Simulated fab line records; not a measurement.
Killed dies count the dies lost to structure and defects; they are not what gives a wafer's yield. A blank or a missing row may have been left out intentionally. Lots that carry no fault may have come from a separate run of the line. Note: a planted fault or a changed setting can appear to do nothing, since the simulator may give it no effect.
Chamber matching	flow n5_finfet	N5_BEOL_M6_VIA_ETCH_34 on rie_diel-01: 4 sister chambers
The step etches SiCOH lowk in C4F6/O2, target depth 126.3 nm, time 50.9 s. 4 wafers are shown with their chamber, then 7 later ones without.

EACH WAFER AND ITS CHAMBER
wafer	chamber	showerhead_plenum_p_Torr (Torr)
L075.6	3	2.76
L089.3	2	2.75
L091.3	0	2.96
L091.4	1	2.79

WAFERS WITHOUT THEIR CHAMBER
wafer	showerhead_plenum_p_Torr (Torr)
L091.6	2.74
L095.1	2.95
L095.2	2.74
L095.3	2.74
L096.3	2.95
L096.5	2.95
L096.6	2.78

CHAMBER TAKEN BY EACH
wafer	from the rows above	in truth
L091.6	can't be placed: 2 or 3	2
L095.1	0	0
L095.2	can't be placed: 2 or 3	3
L095.3	can't be placed: 2 or 3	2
L096.3	0	0
L096.5	0	0
L096.6	can't be placed: 1 or 3 or 2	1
Placed correctly: 3 of 7. These rows do not allow placing 4 (true chamber among the candidates in 4). Wrongly placed: 0.
How it was worked out, from the rows above alone: a wafer's distance from a chamber is the root of the sum, over the readings, of the square of ((its reading less the chamber's mean) divided by the reading's scatter). If the next closest chamber is less than 2 further off than the closest, the wafer can't be placed; otherwise it belongs to the closest. A chamber's mean is the mean of its shown wafers. The scatter: root of mean squared gap, hidden wafer to nearest shown wafer, with one shown wafer a chamber.
